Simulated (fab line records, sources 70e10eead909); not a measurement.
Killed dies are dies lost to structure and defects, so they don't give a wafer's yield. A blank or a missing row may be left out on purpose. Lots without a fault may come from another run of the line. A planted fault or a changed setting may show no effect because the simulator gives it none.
Problem report in the 8D (eight disciplines) form, filled by code | flow nand_harc | the parts of the form that need people (team, actions taken, sign-off) are left out

1. THE PROBLEM
killed_dies at NHARC_END_SORT_01 reads a mean of 677 on 3 wafers of 2 lots; wafers without a fault read 60 with a standard deviation of 20. That is +31 standard deviations from the usual mean.
First seen on wafer L691.1, day 28 14:19, on prober-01. The record holds 6 wafers of 2 lots with a number at this step. Rule for "out", or "out of limits": more than 4 standard deviations from the usual mean. The other wafers with a number count as sound.

2. WHAT IT IS AND WHAT IT IS NOT
question                    | is                           | is not
which readings at this step | killed_dies, killed_at_array | killed_at_periphery, killed_open, killed_short
which lots                  | L691, L695                   | -
which wafers of those lots  | L691.1, L691.2, L695.1       | L691.5, L695.5, L695.6
read on which gauges        | prober-01                    | -
when                        | from day 28 14:19            | up to then (0 sound wafers); but 3 sound wafers of L691, L695 came after

3. SUSPECTS, AND WHAT RULES EACH OUT
Counting: a tool at a process step up to the reading stays a suspect if it ran every lot that is out. Sound lots after the first of them don't rule it out here, since some wafers of a struck lot are sound.
- the gauge at NHARC_END_SORT_01: kept. All the wafers that are out were read on prober-01, and no step on other tools shows them out.
- har_cap_etch-01 at NHARC_A_CONTACT_ETCH_139 (etches the open film in C4F8/O2/Ar, time 195 s, target depth 840 nm): kept. It ran every lot that is out, first L691 (day 26 12:45).
- rie_diel-04 at NHARC_A_CONTACT_ETCH_98 (etches the open film in C4F6/O2, target depth 20 nm, time 10 s): kept. It ran every lot that is out, first L691 (day 26 14:29). NHARC_A_CONTACT_ETCH_98 gives no start for some lots, so the hours and the order of its lots are those of NHARC_A_CONTACT_ALD_18.
- ald_metal-01 at NHARC_A_CONTACT_ALD_18 (deposits TiN, target thk 3 nm, pulse time 1 s, ald cycles 150): kept. It ran every lot that is out, first L691 (day 26 14:29).
Left after counting: har_cap_etch-01 at NHARC_A_CONTACT_ETCH_139, rie_diel-04 at NHARC_A_CONTACT_ETCH_98, ald_metal-01 at NHARC_A_CONTACT_ALD_18, prober-01 at NHARC_END_SORT_01.

4. THE CAUSE (what the simulator had put in)
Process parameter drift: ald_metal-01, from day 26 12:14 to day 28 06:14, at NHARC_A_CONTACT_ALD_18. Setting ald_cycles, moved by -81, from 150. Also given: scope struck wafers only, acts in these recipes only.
Counting left 4 suspects, and this tool is among them.

5. THE CHAIN OF EFFECTS, in route order
Each row: a reading whose mean over the struck wafers that have a number lies more than 3 standard deviations from the usual. Only readings for which the record gives a usual standard deviation are gone through. hours: the time from each lot's start at the first step in this table that gives one to its start at this step, as a median over the lots. sigmas: the change in usual standard deviations.
hours | step              | reading         | usual | on struck wafers | change | sigmas
0     | NHARC_END_SORT_01 | killed_at_array | 55    | 669              | +614   | +31
0     | NHARC_END_SORT_01 | killed_dies     | 60    | 677              | +617   | +31

6. WHAT WOULD HAVE CAUGHT IT SOONER
In this record the first reading out of limits at a measuring or inspecting step was taken at day 28 14:19, 50 hours after the fault began at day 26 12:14.
Of the tool readings at NHARC_A_CONTACT_ALD_18 for which the record gives a usual standard deviation, none was out on any struck wafer, so an alarm limit of 4 standard deviations on them would not have fired.
All the lots that are out (2) had begun NHARC_A_CONTACT_ALD_18 on ald_metal-01 by day 28 14:19. A hold on the tool at that time would have spared none of them.
